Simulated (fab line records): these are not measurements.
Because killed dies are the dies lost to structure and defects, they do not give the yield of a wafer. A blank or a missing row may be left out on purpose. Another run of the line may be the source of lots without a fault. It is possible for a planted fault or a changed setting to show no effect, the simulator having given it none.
fab line records	flow nand-harc
record: lots: 13	wafers: 39	last-day: 25
route steps=1159 shown P_M1@311 P_M2@318 END@1159
lots that met no fault: from a run of the same line without faults
start-h: hours from the record's opening day to when the first of the lot's shown wafers began	wait-h: hours from the lot's prior step to this one	" same as the row above	L1.1+2: a row that stands for several wafers	- no value, or no start was given	* or withheld: withheld	< > ~ a bound
route shown NAME@n: NAME is a module with steps in the file, n the number in the route of the first one	usual: average and standard deviation across the fault-free wafers	same: alike in all rows	chamber/n: place in a boat	sites: readings site by site	_std_site: how widely they spread, as a standard deviation	_edge_site: mean of outer sites minus mean of inner sites	radius-mm: for every site, how far away it sits from the centre of the wafer	mask NAME#n: copy n	behind: the last tool/chamber to shape the wafer	hold: reason for holding the lot/hours on hold/outcome of the hold	device: transistor that didn't switch, given as n, p or np	end of line: tests of these same wafers at the route's end	a step without rows: its recipe alone	killed: dies lost to structure and defects at the first sort, not the wafer's yield	map: a wafer's dies, marking killed ones x, the rest . and places with no die _
set.NAME: the setting as run; set.NAME@STEP: as run at that earlier step	model.NAME: the simulator's own value behind a step, which no gauge read
steps of the route over a sample of lots; a table a step, a row a wafer
services: the hour from which a tool's chamber was out of use, counted from the record's first day as start-h (under 0 if before that day), plus the number of hours and why
== steps ==
step: NHARC_P_M1_CMP_23
recipe: t-overpolish-s: 20	target-thk-nm: 157.82
usual: motor-current-A: 12.1/1.1	retaining-ring-pressure-frac: 1.001/0.0046	time-to-endpoint-s: 28.9/2.9
lot.wafer	tool	chamber	start-h	wait-h	motor-current-A	retaining-ring-pressure-frac	time-to-endpoint-s
L922.2	cmp-01	2	130.12	-	11.5	0.998	28.4
L922.3	"	3	"	"	13.6	0.996	26.2
L922.1	"	1	"	"	11.9	1.005	34.9
L923.3	cmp-01	1	130.51	-	11.9	1.001	33.6
L923.1	"	3	"	"	11.6	1.001	24.2
L923.5	"	1	"	"	11.7	0.995	32.4
L925.4	cmp-04	2	140.80	-	13.6	1.002	26.4
L925.2	"	0	"	"	11.0	1.003	26.3
L925.5	"	2	"	"	14.3	1.002	27.8
L924.4	cmp-01	1	141.07	-	11.8	1.010	33.4
L924.2	"	0	"	"	11.7	1.002	27.0
L924.6	"	1	"	"	12.2	0.992	29.7
L926.2	cmp-02	2	152.63	-	14.1	1.004	28.4
L926.4	"	3	"	"	11.7	1.000	23.5
L926.5	"	2	"	"	14.1	1.004	29.1
L929.1	cmp-04	1	163.87	-	11.5	1.000	32.2
L929.3	"	2	"	"	14.3	1.000	29.6
L929.5	"	0	"	"	10.2	0.995	30.3
L927.1	cmp-04	2	169.57	-	13.5	1.006	26.8
L927.2	"	0	"	"	10.6	1.000	26.0
L927.6	"	1	"	"	12.2	1.002	29.1
L938.2	cmp-01	0	220.67	-	12.1	1.004	28.2
L938.4	"	2	"	"	11.3	1.000	25.2
L938.5	"	1	"	"	11.4	0.999	31.7
L940.3	cmp-01	3	231.92	-	12.6	1.000	26.7
L940.1	"	0	"	"	10.7	1.001	30.7
L940.5	"	2	"	"	12.1	0.994	26.5
L943.2	cmp-04	3	242.27	-	11.9	0.998	25.2
L943.4	"	0	"	"	11.4	1.000	27.6
L943.6	"	3	"	"	11.5	1.000	27.5
L942.2	cmp-01	2	244.41	-	11.8	0.999	25.3
L942.1	"	3	"	"	12.7	0.995	24.8
L942.5	"	0	"	"	11.7	0.995	25.2
L944.1	cmp-02	0	257.25	-	10.7	0.996	28.1
L944.3	"	1	"	"	10.3	0.998	32.1
L944.2	"	2	"	"	13.6	1.001	31.4
L945.4	cmp-01	2	264.20	-	11.7	1.009	23.1
L945.2	"	1	"	"	11.8	0.993	34.0
L945.6	"	2	"	"	11.5	1.003	25.7
step: NHARC_P_M1_PRE_CLEAN_32
recipe: time-s: 12	temp-c: 370	rf-power-w: 300	gas: NH3
usual: heater-power-w: 645/90
lot.wafer	tool	chamber	start-h	wait-h	heater-power-w
L922.2	pecvd-03	0	130.66	0.1	721
L922.1	"	1	"	"	605
L922.3	"	2	"	"	597
L923.3	pecvd-04	1	131.02	0.1	689
L923.1	"	2	"	"	714
L923.5	"	1	"	"	694
L925.2	pecvd-03	1	141.36	0.1	626
L925.4	"	2	"	"	609
L925.5	"	0	"	"	777
L924.2	pecvd-01	0	141.64	0.1	533
L924.4	"	0	"	"	540
L924.6	"	2	"	"	749
L926.2	pecvd-03	0	153.21	0.1	794
L926.5	"	0	"	"	797
L926.4	"	1	"	"	612
L929.1	pecvd-04	1	164.38	0.1	674
L929.3	"	2	"	"	746
L929.5	"	2	"	"	723
L927.2	pecvd-03	2	170.10	0.1	617
L927.1	"	0	"	"	815
L927.6	"	2	"	"	615
L938.2	pecvd-03	0	221.22	0.1	712
L938.4	"	0	"	"	706
L938.5	"	1	"	"	558
L940.1	pecvd-03	0	232.43	0.1	710
L940.3	"	1	"	"	614
L940.5	"	2	"	"	514
L943.2	pecvd-04	0	242.87	0.2	529
L943.6	"	1	"	"	606
L943.4	"	2	"	"	608
L942.1	pecvd-03	1	244.89	0.1	600
L942.2	"	2	"	"	538
L942.5	"	1	"	"	616
L944.3	pecvd-04	2	257.80	0.1	678
L944.2	"	0	"	"	492
L944.1	"	1	"	"	646
L945.2	pecvd-04	2	264.77	0.1	660
L945.4	"	1	"	"	731
L945.6	"	0	"	"	517
step: NHARC_P_M1_DEP_33
recipe: target-thk-a: 300	temp-c: 370	target-thk-nm: 30	pressure-torr: 3	flow-sccm: 200	rf-w: 450	material: SiCN
usual: heater-power-w: 594/82
lot.wafer	tool	chamber	start-h	wait-h	heater-power-w
L922.2	pecvd-03	0	130.74	0.1	698
L922.1	"	1	"	"	512
L922.3	"	2	"	"	568
L923.3	pecvd-04	1	131.10	0.1	641
L923.1	"	2	"	"	618
L923.5	"	1	"	"	622
L925.2	pecvd-03	1	141.50	0.1	538
L925.4	"	2	"	"	546
L925.5	"	0	"	"	673
L924.2	pecvd-01	0	141.72	0.1	513
L924.4	"	0	"	"	520
L924.6	"	2	"	"	690
L926.2	pecvd-03	0	153.31	0.1	740
L926.5	"	0	"	"	693
L926.4	"	1	"	"	578
L929.1	pecvd-04	1	164.46	0.1	515
L929.3	"	2	"	"	688
L929.5	"	2	"	"	696
L927.2	pecvd-03	2	170.21	0.1	547
L927.1	"	0	"	"	738
L927.6	"	2	"	"	549
L938.2	pecvd-03	0	221.33	0.1	752
L938.4	"	0	"	"	784
L938.5	"	1	"	"	564
L940.1	pecvd-03	0	232.50	0.1	659
L940.3	"	1	"	"	570
L940.5	"	2	"	"	559
L943.2	pecvd-04	0	242.95	0.1	466
L943.6	"	1	"	"	581
L943.4	"	2	"	"	579
L942.1	pecvd-03	1	244.97	0.1	585
L942.2	"	2	"	"	562
L942.5	"	1	"	"	601
L944.3	pecvd-04	2	257.88	0.1	676
L944.2	"	0	"	"	487
L944.1	"	1	"	"	592
L945.2	pecvd-04	2	264.88	0.1	647
L945.4	"	1	"	"	575
L945.6	"	0	"	"	461
step: NHARC_P_M2_DEP_00
recipe: target-thk-a: 1825	target-thk-nm: 182.5	temp-c: withheld	pressure-torr: 5	flow-sccm: 200	rf-w: 600	material: SiOC
lot.wafer	tool	chamber	start-h	wait-h
L922.2+3+1	pecvd-01	1,2,0	131.15	-
L923.1+3+5	pecvd-03	2,0,1	131.51	-
L925.2+5+4	pecvd-04	1,1,2	141.87	-
L924.2+4+6	pecvd-04	2,1,0	142.16	-
L926.2+5+4	pecvd-03	0,1,2	153.66	-
L929.1+3+5	pecvd-03	1,2,0	164.91	-
L929.1+3+5	pecvd-03	1,2,0	165.50	-
L927.1+2+6	pecvd-04	2,0,2	170.58	-
L938.2+4+5	pecvd-04	2,0,2	221.79	-
L938.2+4+5	pecvd-04	2,0,2	222.51	-
L940.3+1+5	pecvd-03	2,0,2	232.94	-
L943.2+4+6	pecvd-04	1,1,2	243.60	-
L942.2+1+5	pecvd-03	0,1,1	245.41	-
L944.2+3+1	pecvd-03	1,2,0	258.29	-
L945.2+6+4	pecvd-03	2,0,1	265.34	-
step: NHARC_END_SORT_01
recipe: temp-c: 25
usual: defect-limited-yield: 95.6/1.6	killed-at-array: 26/10	killed-at-other: 0.8/1.1	killed-at-periphery: 3.3/2.6	killed-dies: 30/11	killed-open: 3.4/1.8	killed-short: 2.0/1.3	sort_bin_2_pct: 1.4/0.6	sort_bin_3_pct: 0.22/0.19	sort_bin_4_pct: 2.8/1.1	sort-n-pass: 647/11	sort-rim-yield-pct: 95.8/3	sort-yield-pct: 95.6/1.6
same: gross-dies: 677	sort_bin_5_pct[%]: 0	sort_bin_6_pct[%]: 0	sort_bin_7_pct[%]: 0	sort_bin_8_pct[%]: 0	sort-rim-n-gross: 106.00
lot.wafer	tool	chamber	start-h	wait-h	defect-limited-yield[%]	killed-at-array	killed-at-other	killed-at-periphery	killed-dies	killed-open	killed-short	sort_bin_2_pct[%]	sort_bin_3_pct[%]	sort_bin_4_pct[%]	sort-n-pass	sort-rim-yield-pct[%]	sort-yield-pct[%]
L922.1	prober-01	0	447.86	2.5	96.9	17	1	3	21	1	1	0.3	0.30	2.5	656	98.1	96.9
L922.2	prober-01	0	448.66	2.8	95.7	27	1	1	29	3	2	2.2	0.15	1.9	648	98.1	95.7
L922.3	prober-01	0	449.46	3.1	95.0	28	3	3	34	3	3	1.5	0	3.5	643	95.3	95.0
L929.1	prober-01	0	481.08	2.5	0	17	2	658	677	4	2	97.0	0	3.0	0	0	0
L929.3	prober-01	0	482.67	3.1	0	12	1	664	677	0	1	98.5	0	1.5	0	0	0
L929.5	prober-01	0	484.26	3.7	0	17	1	659	677	2	1	97.5	0.44	2.1	0	0	0
L938.2	prober-02	0	541.35	2.8	0	28	0	649	677	5	3	97.0	0.30	2.7	0	0	0
L938.4	prober-02	0	542.97	3.4	0	38	0	639	677	7	1	96.5	0.59	3.0	0	0	0
L938.5	prober-02	0	543.78	3.7	0	39	0	638	677	7	0	96.2	0.30	3.5	0	0	0
L942.1	prober-02	0	548.37	2.5	96.2	18	0	8	26	3	1	0.3	0	3.5	651	98.1	96.2
L942.2	prober-02	0	549.16	2.8	96.2	23	0	3	26	3	1	0.9	0	3.0	651	93.4	96.2
L942.5	prober-02	0	551.53	3.6	96.3	24	0	1	25	3	3	0.9	0.15	2.7	652	97.2	96.3
L940.1	prober-01	0	556.09	2.5	98.2	10	0	2	12	1	0	0.6	0.15	1.0	665	99.1	98.2
L940.3	prober-01	0	557.68	3.1	97.3	17	0	1	18	5	0	1.3	0	1.3	659	100.0	97.3
L940.5	prober-01	0	559.27	3.7	96.3	21	1	3	25	3	3	1.3	0.30	2.1	652	98.1	96.3
L943.2	prober-02	0	556.94	2.8	94.4	32	0	6	38	2	2	1.6	0.59	3.4	639	87.7	94.4
L943.4	prober-02	0	558.52	3.4	95.0	29	1	4	34	7	1	1.5	0.15	3.4	643	94.3	95.0
L943.6	prober-02	0	560.11	4.0	93.6	39	0	4	43	1	2	1.3	0.74	4.3	634	92.5	93.6
L944.1	prober-01	0	563.90	2.5	95.7	19	0	10	29	4	0	1.0	0.15	3.1	648	93.4	95.7
L944.2	prober-01	0	564.71	2.8	94.8	23	0	12	35	2	2	2.2	0.44	2.5	642	95.3	94.8
L944.3	prober-01	0	565.51	3.1	95.1	20	0	13	33	4	3	1.8	0.15	3.0	644	97.2	95.1
killed by level:class
L922.1 A_SLIT:chamber-film-flake=6 A_CHANNEL_HOLE_D1:chamber-film-flake=3 A_WL_FILL:chamber-film-flake=3 P_ZERO_WELL:chamber-film-flake=2 A_STAIRCASE:chamber-film-flake=2 A_CHANNEL_FILL_D1:geometric-particle:short=1 A_M0:geometric-particle:open=1 P_GATE:chamber-film-flake=1
L922.2 A_SLIT:chamber-film-flake=11 A_STAIRCASE:chamber-film-flake=4 A_ZERO_WELL:chamber-film-flake=3 A_CHANNEL_HOLE_D1:chamber-film-flake=2 A_WL_FILL:chamber-film-flake=2 A_WL_FILL:geometric-particle:short=1 A_CONTACT:geometric-particle:open=1 A_CONTACT:geometric-particle:short=1
L922.3 A_SLIT:chamber-film-flake=9 A_STAIRCASE:chamber-film-flake=7 A_CHANNEL_HOLE_D1:chamber-film-flake=3 THIN_TSV:chamber-film-flake=3 P_ZERO_WELL:chamber-film-flake=2 A_WL_FILL:chamber-film-flake=2 A_CONTACT:chamber-film-flake=2 P_M2:geometric-particle:short=1
L929.1 P_M2:area-dep=651 A_STAIRCASE:chamber-film-flake=6 P_M2:chamber-film-flake=5 A_CHANNEL_HOLE_D1:chamber-film-flake=3 A_WL_FILL:chamber-film-flake=2 THIN_TSV:chamber-film-flake=2 P_STI:geometric-particle:open=1 P_GATE:geometric-particle:open=1
L929.3 P_M2:area-dep=662 A_CONTACT:chamber-film-flake=6 A_STAIRCASE:chamber-film-flake=3 A_CHANNEL_HOLE_D1:chamber-film-flake=2 A_M0:geometric-particle:short=1 P_ZERO_WELL:chamber-film-flake=1 P_M2:chamber-film-flake=1 THIN_TSV:chamber-film-flake=1
L929.5 P_M2:area-dep=652 A_STAIRCASE:chamber-film-flake=7 P_M2:chamber-film-flake=6 A_CHANNEL_HOLE_D1:chamber-film-flake=3 A_WL_FILL:chamber-film-flake=2 A_CONTACT:chamber-film-flake=2 P_M0:geometric-particle:open=1 A_CHANNEL_FILL_D1:geometric-particle:open=1
L938.2 P_M2:area-dep=649 A_SLIT:chamber-film-flake=12 A_CHANNEL_HOLE_D1:chamber-film-flake=5 A_WL_FILL:geometric-particle:short=2 A_WL_FILL:geometric-particle:open=2 A_SGD_CUT:chamber-film-flake=2 A_ONON_D1:geometric-particle:open=1 A_CHANNEL_FILL_D1:geometric-particle:short=1
L938.4 P_M2:area-dep=639 A_SLIT:chamber-film-flake=17 A_CHANNEL_HOLE_D1:chamber-film-flake=6 A_SGD_CUT:chamber-film-flake=4 A_SOURCE_PLATE:geometric-particle:open=2 A_CONTACT:geometric-particle:open=2 A_ONON_D1:geometric-particle:open=1 A_WL_FILL:geometric-particle:open=1
L938.5 P_M2:area-dep=638 A_SLIT:chamber-film-flake=13 A_SGD_CUT:chamber-film-flake=8 A_CHANNEL_HOLE_D1:chamber-film-flake=4 A_CHANNEL_FILL_D1:geometric-particle:open=3 A_STAIRCASE:chamber-film-flake=3 A_CONTACT:chamber-film-flake=3 A_WL_FILL:geometric-particle:open=2
L942.1 A_CONTACT:chamber-film-flake=5 A_CHANNEL_HOLE_D1:chamber-film-flake=4 P_STI:chamber-film-flake=3 A_BONDPAD:chamber-film-flake=3 P_GATE:chamber-film-flake=2 P_M0:chamber-film-flake=2 P_CONTACT:geometric-particle:open=1 A_ONON_D1:geometric-particle:open=1
L942.2 A_CHANNEL_HOLE_D1:chamber-film-flake=10 A_CONTACT:chamber-film-flake=3 P_GATE:chamber-film-flake=2 A_ZERO_WELL:chamber-film-flake=2 A_SOURCE_PLATE:geometric-particle:open=1 A_ONON_D1:geometric-particle:open=1 A_ONON_D1:geometric-particle:short=1 A_CONTACT:geometric-particle:open=1
L942.5 A_CHANNEL_HOLE_D1:chamber-film-flake=9 A_CONTACT:chamber-film-flake=6 A_WL_FILL:geometric-particle:short=2 A_ONON_D1:geometric-particle:open=1 A_CHANNEL_FILL_D1:geometric-particle:open=1 A_CONTACT:geometric-particle:short=1 A_BLC:geometric-particle:open=1 P_GATE:chamber-film-flake=1
L940.1 A_CHANNEL_HOLE_D1:chamber-film-flake=5 A_CONTACT:chamber-film-flake=3 A_CONTACT:geometric-particle:open=1 P_ZERO_WELL:chamber-film-flake=1 P_GATE:chamber-film-flake=1 A_SLIT:chamber-film-flake=1
L943.2 A_SLIT:chamber-film-flake=14 A_CHANNEL_HOLE_D1:chamber-film-flake=10 P_STI:chamber-film-flake=5 A_CONTACT:chamber-film-flake=4 P_M0:geometric-particle:short=1 A_SOURCE_PLATE:geometric-particle:open=1 A_CONTACT:geometric-particle:short=1 A_M1:geometric-particle:open=1
L940.3 A_CHANNEL_HOLE_D1:chamber-film-flake=10 A_CONTACT:geometric-particle:open=3 A_ONON_D1:geometric-particle:open=1 A_CHANNEL_FILL_D1:geometric-particle:open=1 P_BONDPAD:chamber-film-flake=1 A_CHANNEL_FILL_D1:chamber-film-flake=1 A_CONTACT:chamber-film-flake=1
L943.4 A_SLIT:chamber-film-flake=15 A_CHANNEL_HOLE_D1:chamber-film-flake=6 A_CONTACT:geometric-particle:open=2 A_M0:geometric-particle:open=2 P_STI:chamber-film-flake=2 P_STI:geometric-particle:open=1 A_SOURCE_PLATE:geometric-particle:short=1 A_WL_FILL:geometric-particle:open=1
L940.5 A_CHANNEL_HOLE_D1:chamber-film-flake=7 A_CONTACT:chamber-film-flake=7 A_CHANNEL_FILL_D1:geometric-particle:open=2 P_GATE:chamber-film-flake=2 A_ONON_D1:geometric-particle:short=1 A_CHANNEL_FILL_D1:geometric-particle:short=1 A_WL_FILL:geometric-particle:short=1 A_BLC:geometric-particle:open=1
L943.6 A_SLIT:chamber-film-flake=18 A_CHANNEL_HOLE_D1:chamber-film-flake=17 P_STI:chamber-film-flake=3 A_STAIRCASE:chamber-film-flake=2 P_CONTACT:geometric-particle:short=1 A_STAIRCASE:geometric-particle:open=1 A_CONTACT:geometric-particle:short=1
L944.1 A_CHANNEL_HOLE_D1:chamber-film-flake=6 P_M0:chamber-film-flake=4 A_WL_FILL:chamber-film-flake=4 P_BONDPAD:chamber-film-flake=3 A_SGD_CUT:geometric-particle:open=2 P_ZERO_WELL:chamber-film-flake=2 A_STAIRCASE:chamber-film-flake=2 A_CONTACT:chamber-film-flake=2
L944.2 A_CHANNEL_HOLE_D1:chamber-film-flake=11 P_M0:chamber-film-flake=7 A_CONTACT:chamber-film-flake=4 A_SGD_CUT:chamber-film-flake=3 P_CONTACT:geometric-particle:open=2 P_BONDPAD:chamber-film-flake=2 A_WL_FILL:chamber-film-flake=2 A_SGD_CUT:geometric-particle:short=1
L944.3 A_CHANNEL_HOLE_D1:chamber-film-flake=14 P_M0:chamber-film-flake=5 P_BONDPAD:chamber-film-flake=3 P_STI:chamber-film-flake=2 P_STI:geometric-particle:short=1 P_M0:geometric-particle:open=1 A_ONON_D1:geometric-particle:open=1 A_SGD_CUT:geometric-particle:short=1
== services ==
tool	chamber	start-h	hours	kind
pecvd-03	-	111.00	13.0	pm
pecvd-03	0	111.00	13.0	vent-cycle
pecvd-03	1	111.00	13.0	vent-cycle
pecvd-03	2	111.00	13.0	vent-cycle
pecvd-03	0	124.00	-	clean
pecvd-03	1	124.00	-	clean
pecvd-03	2	124.00	-	clean
cmp-02	-	128.51	4.0	pm
cmp-02	-	154.72	6.1	repair
cmp-01	-	179.74	4.0	pm
cmp-04	-	182.03	1.3	repair
pecvd-04	-	195.12	13.0	pm
pecvd-04	0	195.12	13.0	vent-cycle
pecvd-04	1	195.12	13.0	vent-cycle
pecvd-04	2	195.12	13.0	vent-cycle
cmp-04	-	203.17	4.0	pm
pecvd-04	0	208.12	-	clean
cmp-01	-	214.67	1.9	repair
cmp-04	-	215.71	0.9	repair
cmp-02	-	226.51	4.0	pm
cmp-02	-	235.55	3.4	repair
pecvd-01	-	237.88	13.0	pm
cmp-02	-	242.45	0.5	repair
cmp-02	-	255.24	1.2	repair
== key ==
first-sign: step: NHARC_P_M2_DEP_00	reading: visit	direction: added
effect: step: NHARC_END_SORT_01	reading: killed-at-periphery	direction: up	sigmas: 99+	usual: 3.3	struck: 651.2
more-kills-born-at: NHARC_P_M2_DEP_00@pecvd-03: 1965	NHARC_P_M2_DEP_00@pecvd-04: 1926
met-at NHARC_P_M2_DEP_00
struck-lots L929,L938
later-rows-left-out L929.1,L929.3,L929.5,L938.2,L938.4,L938.5
not-acting-at NHARC_P_M1_CMP_23,NHARC_P_M1_PRE_CLEAN_32,NHARC_P_M1_DEP_33
fault: kind: repeated-step-whole	tool: pecvd-01,pecvd-03,pecvd-04	chamber: -	onset-h: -	steps: NHARC_P_M2_DEP_00	times: 1	scope: struck-lots-only
later-rows-left-out: the simulator's readings of these wafers behind a module that went badly wrong aren't trusted and aren't shown, but for the sort
